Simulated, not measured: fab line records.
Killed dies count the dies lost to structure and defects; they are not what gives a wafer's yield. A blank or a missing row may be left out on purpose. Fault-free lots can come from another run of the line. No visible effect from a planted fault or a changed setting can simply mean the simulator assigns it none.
Chamber matching + flow n5 finfet + rie diel-05 running N5_SD_EPI_N_ETCHBACK_44: 4 sister chambers
The step etches SiNx in CH3F/O2, stops on SiO2, target depth 14.5 nm. 24 wafers are shown with their chamber, then 12 later ones without.

== WAFERS, EACH WITH ITS CHAMBER ==
| wafer  | chamber | showerhead plenum p Torr (Torr) | oes product au (a.u.) | rf vpp V (V) |
|--------|---------|---------------------------------|-----------------------|--------------|
| L075.2 | 3       | 2.06                            | 0.62                  | 301          |
| L075.5 | 1       | 2.03                            | 0.63                  | 292          |
| L075.6 | 2       | 1.97                            | 0.80                  | 282          |
| L077.1 | 1       | 2.03                            | 0.63                  | 292          |
| L077.3 | 2       | 1.97                            | 0.78                  | 280          |
| L077.6 | 3       | 2.06                            | 0.62                  | 299          |
| L078.4 | 2       | 1.97                            | 0.78                  | 281          |
| L078.5 | 1       | 2.03                            | 0.63                  | 290          |
| L078.6 | 0       | 1.94                            | 0.70                  | 284          |
| L079.1 | 0       | 1.94                            | 0.70                  | 287          |
| L079.3 | 1       | 2.02                            | 0.63                  | 291          |
| L079.4 | 3       | 2.06                            | 0.62                  | 300          |
| L080.3 | 1       | 2.03                            | 0.63                  | 291          |
| L080.4 | 3       | 2.06                            | 0.62                  | 301          |
| L080.5 | 3       | 2.06                            | 0.62                  | 300          |
| L081.2 | 0       | 1.94                            | 0.71                  | 286          |
| L081.3 | 2       | 1.97                            | 0.78                  | 282          |
| L081.5 | 3       | 2.06                            | 0.62                  | 301          |
| L083.3 | 1       | 2.02                            | 0.63                  | 293          |
| L083.4 | 2       | 1.96                            | 0.76                  | 281          |
| L083.5 | 2       | 1.96                            | 0.76                  | 281          |
| L084.1 | 0       | 1.94                            | 0.70                  | 287          |
| L084.4 | 1       | 2.02                            | 0.62                  | 291          |
| L084.6 | 3       | 2.05                            | 0.62                  | 298          |

SIGNATURES (means of the wafers above)
| reading                  | chamber 0 | chamber 1 | chamber 2 | chamber 3 | scatter within a chamber |
|--------------------------|-----------|-----------|-----------|-----------|--------------------------|
| showerhead plenum p Torr | 1.9400    | 2.0257    | 1.9667    | 2.0586    | 0.00442                  |
| oes product au           | 0.7025    | 0.6286    | 0.7767    | 0.6200    | 0.00804                  |
| rf vpp V                 | 286.00    | 291.43    | 281.17    | 300.00    | 1.06                     |
Rule: for a wafer and a chamber, the distance is found by dividing, reading by reading, the gap between the wafer's reading and the chamber's mean by the reading's scatter, squaring, summing and taking the root. If the next closest chamber is less than 2 further off than the closest, the wafer can't be placed; otherwise it belongs to the closest. The scatter: the root of (the sum of the squares of (reading less its chamber's mean) over the shown wafers, divided by (wafers less chambers)).

== WAFERS MISSING THEIR CHAMBER ==
| wafer  | showerhead plenum p Torr (Torr) | oes product au (a.u.) | rf vpp V (V) |
|--------|---------------------------------|-----------------------|--------------|
| L086.1 | 2.02                            | 0.62                  | 291          |
| L086.2 | 1.94                            | 0.69                  | 286          |
| L086.3 | 1.96                            | 0.75                  | 281          |
| L091.2 | 2.05                            | 0.60                  | 299          |
| L091.3 | 1.94                            | 0.69                  | 288          |
| L091.4 | 2.02                            | 0.61                  | 291          |
| L092.2 | 2.02                            | 0.62                  | 292          |
| L092.4 | 2.05                            | 0.61                  | 299          |
| L092.6 | 1.96                            | 0.74                  | 281          |
| L093.1 | 2.02                            | 0.61                  | 291          |
| L093.5 | 2.05                            | 0.60                  | 300          |
| L093.6 | 1.94                            | 0.68                  | 286          |

== WHICH CHAMBER EACH ONE RAN IN ==
| wafer  | from the rows above | in truth |
|--------|---------------------|----------|
| L086.1 | 1                   | 1        |
| L086.2 | 0                   | 0        |
| L086.3 | 2                   | 2        |
| L091.2 | 3                   | 3        |
| L091.3 | 0                   | 0        |
| L091.4 | 1                   | 1        |
| L092.2 | 1                   | 1        |
| L092.4 | 3                   | 3        |
| L092.6 | 2                   | 2        |
| L093.1 | 1                   | 1        |
| L093.5 | 3                   | 3        |
| L093.6 | 0                   | 0        |
Placed correctly: 12 of 12. Can't be placed from these rows: 0. Placed wrongly: 0.
